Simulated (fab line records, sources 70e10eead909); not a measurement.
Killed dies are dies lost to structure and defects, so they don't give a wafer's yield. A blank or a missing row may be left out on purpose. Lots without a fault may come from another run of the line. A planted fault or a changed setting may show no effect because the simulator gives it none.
Chamber matching | flow nand_harc | NHARC_P_M1_ETCH_28 on rie_diel-06: 4 sister chambers
The step etches the open film in CF4/N2, target depth 30 nm, time 72.99 s. 4 wafers are shown with their chamber, then 8 later ones without.

WAFERS WITH THEIR CHAMBER
wafer  | chamber | drypump_motor_current_A (A)
L623.6 | 3       | 5.3
L625.1 | 1       | 5.6
L627.3 | 0       | 6.4
L627.6 | 2       | 5.8

WAFERS WITHOUT THEIR CHAMBER
wafer  | drypump_motor_current_A (A)
L629.3 | 6.4
L629.6 | 5.6
L636.4 | 5.8
L636.5 | 6.3
L636.6 | 5.3
L637.2 | 5.3
L637.4 | 5.6
L637.6 | 5.6

WHICH CHAMBER EACH WENT THROUGH
wafer  | from the rows above | in truth
L629.3 | 0                   | 0
L629.6 | 1                   | 1
L636.4 | 2                   | 2
L636.5 | 0                   | 0
L636.6 | 3                   | 3
L637.2 | 3                   | 3
L637.4 | 1                   | 1
L637.6 | 1                   | 1
Placed correctly: 8 of 8. Can't be placed from these rows: 0. Placed wrongly: 0.
How it was worked out, from the rows above alone: a wafer's distance from a chamber is the root of the sum, over the readings, of the square of ((its reading less the chamber's mean) divided by the reading's scatter). The wafer belongs to the nearest chamber; if the next one is less than 2 further off, it can't be placed. A chamber's mean is the mean of its shown wafers. The scatter: with one shown wafer a chamber, the root of the mean of the squares of how far each hidden wafer lies from its nearest shown one.
